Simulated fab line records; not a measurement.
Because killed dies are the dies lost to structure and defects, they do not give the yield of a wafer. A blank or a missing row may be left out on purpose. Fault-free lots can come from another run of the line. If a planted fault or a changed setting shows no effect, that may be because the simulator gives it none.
A lot that was struck, set against a sound lot || flow nand harc || 14 steps out of a route of 1302
Sound: the wafers L796.4, L796.5, L796.6. Struck: wafer L789.1 (left out: L789.2, L789.4 of the same lot, which were not struck); the cause appears at the end.
Per side, at each step with rows, come the tool, then ch with its chambers, and then its first start. Under that, the readings that differ: sound wafers || struck wafers || difference of the means || sigmas: that difference in standard deviations of wafers without a fault.
alike: words and numbers the same on both sides, and readings whose means are apart by under 2 such deviations; not compared: readings that were withheld, readings missing a value for some wafer, numbers with overlapping values and no deviation given by the record, and bounds like >300 which may hide the same value.
The two part at a step that has a row with sigmas, a row that says differs or no value, or rows on one side only. Non-overlapping numbers with no deviation appear without sigmas and do not part them. A reading missing from all wafers of one side parts the sides only when that side holds two or more wafers.

first, 7 steps without rows for these wafers: NHARC_A_SGD_CUT_COAT_57 (time 65 s); NHARC_A_SGD_CUT_COAT_03 (resist thk 90 nm); NHARC_A_SGD_CUT_SOFTBAKE_04 (time 55 s); NHARC_A_SGD_CUT_EBR_05; NHARC_A_SGD_CUT_EXPOSE_06 (exposes mask SGD); NHARC_A_SGD_CUT_PEB_07 (peb time 65 s); NHARC_A_SGD_CUT_DEVELOP_08 (develop time 35 s).
NHARC_A_SGD_CUT_CD_MEAS_09: the cd target is 100 nm.
  sound on cd sem-02 ch 0, day 26 16:31; struck on cd sem-01 ch 0, day 24 14:23
{"reading": "cd nm (nm)", "sound": "99.4 99.4 99.9", "struck": 100.7, "difference": "+1.1", "sigmas": "+2"}
NHARC_A_SGD_CUT_OVL_MEAS_10:
  sound: overlay-02 at day 26 16:36; struck: overlay-02 at day 24 14:28
{"reading": "overlay x nm (nm)", "sound": "0.0 -0.9 -0.4", "struck": 2.4, "difference": "+2.8", "sigmas": "+3"}
  alike: overlay y nm
NHARC_A_SGD_CUT_INSPECT_11:
  sound: defect inspect-02 at day 26 16:38; struck: defect inspect-01 at day 24 14:30
  alike: raw defect count
NHARC_A_SGD_CUT_DESCUM_14: chemistry O2, time 3 s.
  sound on rie diel-13 ch 0,2,3, day 26 16:44; struck on rie diel-12 ch 1, day 24 14:34
{"reading": "rf hours counter h (h)", "sound": "- - -", "struck": 7, "difference": "no value on the sound wafers", "sigmas": ""}
  alike: chamber pressure mTorr, drypump motor current A, oes product au, rf vpp V, showerhead plenum p Torr, throttle valve pct
NHARC_A_SGD_CUT_ETCH_58: etches the open film in CF4, target depth 39 nm, time 65 s.
  sound on rie diel-13 ch 0,2,3, day 26 16:49; struck on rie diel-12 ch 2, day 24 14:39
{"reading": "rf hours counter h (h)", "sound": "- - -", "struck": 8, "difference": "no value on the sound wafers", "sigmas": ""}
  alike: cf4 flow sccm, chamber pressure mTorr, drypump motor current A, oes product au, rf vpp V, showerhead plenum p Torr, throttle valve pct
NHARC_A_SGD_CUT_ETCH_59: etches the open film in N2/H2, target depth 260 nm, time 406.25 s.
  sound on rie diel-13 ch 0,2,3, day 26 17:01; struck on rie diel-12 ch 3, day 24 14:44
{"reading": "oes product au (a.u.)", "sound": "1.000 1.002 0.991", "struck": 0.816, "difference": -0.182, "sigmas": -18}
{"reading": "rf hours counter h (h)", "sound": "- - -", "struck": 7, "difference": "no value on the sound wafers", "sigmas": ""}
{"reading": "rf vpp V (V)", "sound": "426.8 431.9 428.0", "struck": 435.3, "difference": "+6.4", "sigmas": "+2"}
{"reading": "showerhead plenum p Torr (Torr)", "sound": "1.91 2.10 1.96", "struck": 2.20, "difference": "+0.21", "sigmas": "+2"}
  alike: chamber pressure mTorr, drypump motor current A, throttle valve pct
NHARC_A_SGD_CUT_ETCH_15: etches the open film in CH3F/O2, target depth 75 nm, time 64.3 s.
  sound on rie diel-13 ch 0,2,3; struck on rie diel-12 ch 3
{"reading": "showerhead plenum p Torr (Torr)", "sound": "2.37 2.53 2.32", "struck": 2.63, "difference": "+0.22", "sigmas": "+2"}
  alike: chamber pressure mTorr, drypump motor current A, oes product au, rf vpp V, throttle valve pct
  not compared: rf hours counter h

WHERE THEY PART
Last at NHARC_A_SGD_CUT_ETCH_15 as far as this record goes, first at NHARC_A_SGD_CUT_CD_MEAS_09.

WHY: what the simulator had put in
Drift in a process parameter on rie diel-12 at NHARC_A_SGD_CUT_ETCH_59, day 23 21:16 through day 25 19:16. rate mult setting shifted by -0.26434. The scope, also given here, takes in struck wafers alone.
